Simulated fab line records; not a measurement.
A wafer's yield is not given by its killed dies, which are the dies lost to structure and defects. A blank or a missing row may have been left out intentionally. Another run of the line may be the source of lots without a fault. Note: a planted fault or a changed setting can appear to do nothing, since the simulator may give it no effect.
Chamber matching	flow nand_harc	rie_diel-03 running NHARC_A_STAIRCASE_DESCUM_270: 4 sister chambers
The step chemistry O2, time 3 s. 22 wafers are shown with their chamber, then 11 later ones without.

== WAFERS, EACH WITH ITS CHAMBER ==
wafer	chamber	showerhead_plenum_p_Torr (Torr)	drypump_motor_current_A (A)	oes_product_au (a.u.)
L074.3	1	1.89	6.1	1.014
L074.4	2	1.87	4.8	1.011
L074.6	0	1.87	5.3	1.013
L075.1	1	1.89	6.2	1.007
L075.2	2	1.87	4.8	1.003
L075.4	0	1.86	5.2	1.027
L078.1	2	1.87	4.8	1.002
L078.4	0	1.86	5.3	1.014
L078.6	2	1.87	4.8	0.993
L080.3	3	2.06	5.6	1.006
L080.5	1	1.89	6.1	1.003
L080.6	2	1.87	4.8	1.006
L081.4	0	1.86	5.3	1.029
L081.5	1	1.88	6.1	1.006
L081.6	3	2.06	5.6	1.005
L083.2	1	1.88	6.1	1.008
L083.4	3	2.06	5.6	1.003
L083.6	2	1.87	4.8	1.001
L084.1	2	1.87	4.8	1.001
L084.2	1	1.88	6.1	0.998
L084.4	0	1.85	5.3	1.019
L086.1	1	1.88	6.1	1.010

SIGNATURES (averages over the wafers above)
reading	chamber 0	chamber 1	chamber 2	chamber 3	scatter within a chamber
showerhead_plenum_p_Torr	1.8600	1.8843	1.8700	2.0600	0.00454
drypump_motor_current_A	5.280	6.114	4.800	5.600	0.0303
oes_product_au	1.02040	1.00657	1.00243	1.00467	0.00555
Rule: a wafer lies at a distance from a chamber equal to the root of the sum of squares, over the readings, of (its reading less the chamber's mean, divided by the reading's scatter). The wafer belongs to the nearest chamber; if the next one is less than 2 further off, it can't be placed. The scatter: the root of (the sum of the squares of (reading less its chamber's mean) over the shown wafers, divided by (wafers less chambers)).

== WAFERS WITHOUT THEIR CHAMBER ==
wafer	showerhead_plenum_p_Torr (Torr)	drypump_motor_current_A (A)	oes_product_au (a.u.)
L086.2	1.86	4.8	1.008
L086.6	1.88	6.1	1.003
L089.3	2.05	5.7	1.011
L089.4	2.05	5.7	1.019
L089.5	1.87	6.1	0.995
L091.2	1.87	6.1	1.000
L091.4	1.86	4.8	0.998
L091.6	1.86	4.8	1.008
L094.2	1.85	5.3	1.016
L094.5	1.85	5.2	1.025
L094.6	2.05	5.6	1.004

== WHICH CHAMBER EACH ONE RAN IN ==
wafer	from the rows above	in truth
L086.2	2	2
L086.6	1	1
L089.3	3	3
L089.4	3	3
L089.5	1	1
L091.2	1	1
L091.4	2	2
L091.6	2	2
L094.2	0	0
L094.5	0	0
L094.6	3	3
Correct placement for 11 of the 11. Number that these rows cannot place: 0. 0 placed wrongly.
